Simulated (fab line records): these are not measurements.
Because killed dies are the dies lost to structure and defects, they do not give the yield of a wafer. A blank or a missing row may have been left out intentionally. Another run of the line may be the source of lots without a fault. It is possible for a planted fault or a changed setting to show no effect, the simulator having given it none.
8D (eight disciplines) problem report, filled in by code -- flow n5-finfet -- the parts of the form that need people (team, actions taken, sign-off) are left out

## 1. WHAT IS WRONG
At N5_BEOL_M2_CO_CAP_55, run-length-s averages 103.0 s over 3 wafers from 2 lots, while fault-free wafers read 124.6 s, standard deviation 0.41. Measured from the usual mean, that is -53 standard deviations.
The step: material Co, precursor CCTBA/H2, target thk 2 nm, time 102.1 s.
The first sign was on wafer L311.1 at day 10 10:31, on cvd-co-02. The record holds 16 wafers of 6 lots with a number at this step. Rule for "out", or "out of limits": more than 4 standard deviations from the usual mean. Any other wafer with a number is counted as sound.

## 2. WHAT IT IS; WHAT IT IS NOT
question,is,is not
which readings at this step,run-length-s,heater-power-w
which lots,"L311, L312","L298, L316, L318, L321"
which wafers of those lots,"L311.1, L312.1, L312.2",L311.6
read on which tools,cvd-co-02,cvd-co-01
when,from day 10 10:31,"up to then (4 sound wafers); but 9 sound wafers of L316, L318, L321 came after"

## 3. SUSPECTS, AND WHAT RULES EACH OUT
Counting: a tool at a process step up to the reading stays a suspect if it ran every lot that is out. Sound lots after the first of them don't rule it out here, since some wafers of a struck lot are sound.
- cvd-co-02 at N5_BEOL_M2_PRE_CLEAN_60 (time 15 s): kept. It processed each lot that is out (first: L311, day 10 10:29); up to then, its last sound lot is L298 (day 7 00:00).
- cvd-co-02 at N5_BEOL_M2_CO_CAP_55 (material Co, precursor CCTBA/H2, target thk 2 nm, time 102.1 s): kept. It processed each lot that is out (first: L311, day 10 10:31); up to then, its last sound lot is L298 (day 7 00:02). Its own run-length-s readings are out on those wafers.
The count leaves cvd-co-02 at N5_BEOL_M2_CO_CAP_55 and cvd-co-02 at N5_BEOL_M2_PRE_CLEAN_60.

## 4. THE CAUSE (what the simulator had put in)
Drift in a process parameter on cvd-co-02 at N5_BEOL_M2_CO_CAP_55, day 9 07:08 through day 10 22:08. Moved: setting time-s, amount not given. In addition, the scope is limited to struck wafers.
Counting left 2 suspects, and this tool is among them.

## 5. SEQUENCE OF EFFECTS, ordered by route
Rows list readings where the struck wafers' mean (over those with a number) sits beyond 3 standard deviations from the usual. Readings are gone through only where the record gives a usual standard deviation; hours: the median, over the lots, of the time from a lot's start at the first step in this table giving one to that lot's start at this step; sigmas: the change measured in usual standard deviations.
hours,step,reading,usual,on struck wafers,change,sigmas
0,N5_BEOL_M2_CO_CAP_55,run-length-s,124.6 s,103.0,-21.6,-53
The process steps in it:
- N5_BEOL_M2_CO_CAP_55: material Co, precursor CCTBA/H2, target thk 2 nm, time 102.1 s.
At these later measuring or inspecting steps, every struck wafer for which the step has a row has a number for every such reading, and none has moved that far: N5_BEOL_M4_RC_MEAS_101.

## 6. HOW IT WOULD HAVE BEEN CAUGHT EARLIER
In this record no reading fell out of limits until day 10 10:31, 27 hours after the fault had begun at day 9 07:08.
